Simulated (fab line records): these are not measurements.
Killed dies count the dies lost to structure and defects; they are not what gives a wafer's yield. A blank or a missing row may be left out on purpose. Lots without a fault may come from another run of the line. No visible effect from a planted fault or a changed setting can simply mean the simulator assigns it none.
Code-filled problem report in 8D (eight disciplines) form -- flow nand harc -- the parts of the form that need people (team, actions taken, sign-off) are left out

== 1. PROBLEM STATEMENT ==
Mean of defect limited yield at NHARC_END_SORT_01: 15.6 % across 6 wafers in 2 lots; on wafers with no fault it is 90.9 % (standard deviation 2.7). That is -28 standard deviations from the usual mean.
Seen first at day 27 12:02 on prober-02, wafer L359.2. The record holds 6 wafers of 2 lots with a number at this step. By rule, "out" or "out of limits" means more than 4 standard deviations away from the usual mean. The rest of the wafers with a number are treated as sound.

== 2. WHAT IT IS; WHAT IT IS NOT ==
question,is,is not
which readings at this step,"defect limited yield, killed at array, killed dies","killed at other, killed at periphery, killed open, killed short"
which lots,"L358, L359",-
which wafers of those lots,all that have a number,-
read on which gauges,"prober-01, prober-02",-
when,from day 27 12:02,up to then (0 sound wafers)

== 3. THE SUSPECTS, EACH WITH WHAT RULES IT OUT ==
Counting: a tool stays on the suspect list if, at a process step up to the reading, it processed all lots that are out and no sound lot following the first of them.
- the gauge at NHARC_END_SORT_01 has been ruled out. The wafers that are out were read on 2 gauges (prober-01, prober-02).
- ecd cu-01 at NHARC_A_BONDPAD_ECD_18 (material Cu, target thk 400 nm): kept. It ran every lot that is out, first L359 (day 26 06:32), and no sound lot after that.
- rie diel-07 at NHARC_HYBRID_BOND_ACTIVATE_00 (chemistry N2, time 60 s): kept. It ran every lot that is out, first L359 (day 26 07:50), and no sound lot after that.
After counting, ecd cu-01 at NHARC_A_BONDPAD_ECD_18 and rie diel-07 at NHARC_HYBRID_BOND_ACTIVATE_00 remain.

== 4. THE CAUSE (what the simulator had put in) ==
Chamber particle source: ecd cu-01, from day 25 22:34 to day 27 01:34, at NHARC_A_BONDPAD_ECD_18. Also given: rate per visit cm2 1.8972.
2 suspects survive the count, and this tool is in that group.

== 5. THE CHAIN OF EFFECTS, in route order ==
Each row: a reading whose mean over the struck wafers that have a number lies more than 3 standard deviations from the usual. Readings are gone through only where the record gives a usual standard deviation; hours: the median, over the lots, of the time from a lot's start at the first step in this table giving one to that lot's start at this step; sigmas: the change measured in usual standard deviations.
hours,step,reading,usual,on struck wafers,change,sigmas
0,NHARC_END_SORT_01,defect limited yield,90.9 %,15.6,-75.3,-28
0,NHARC_END_SORT_01,killed at array,57,569,+512,+27
0,NHARC_END_SORT_01,killed dies,62,572,+510,+27

== 6. HOW IT WOULD HAVE BEEN CAUGHT EARLIER ==
Counted from the fault's start at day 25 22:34, it took 37 hours until the first out-of-limits reading at a measuring or inspecting step in this record, taken at day 27 12:02.
Lots out: 2; all had begun NHARC_A_BONDPAD_ECD_18 on ecd cu-01 by day 27 12:02. Tool hold at that time: it would have spared none of them.
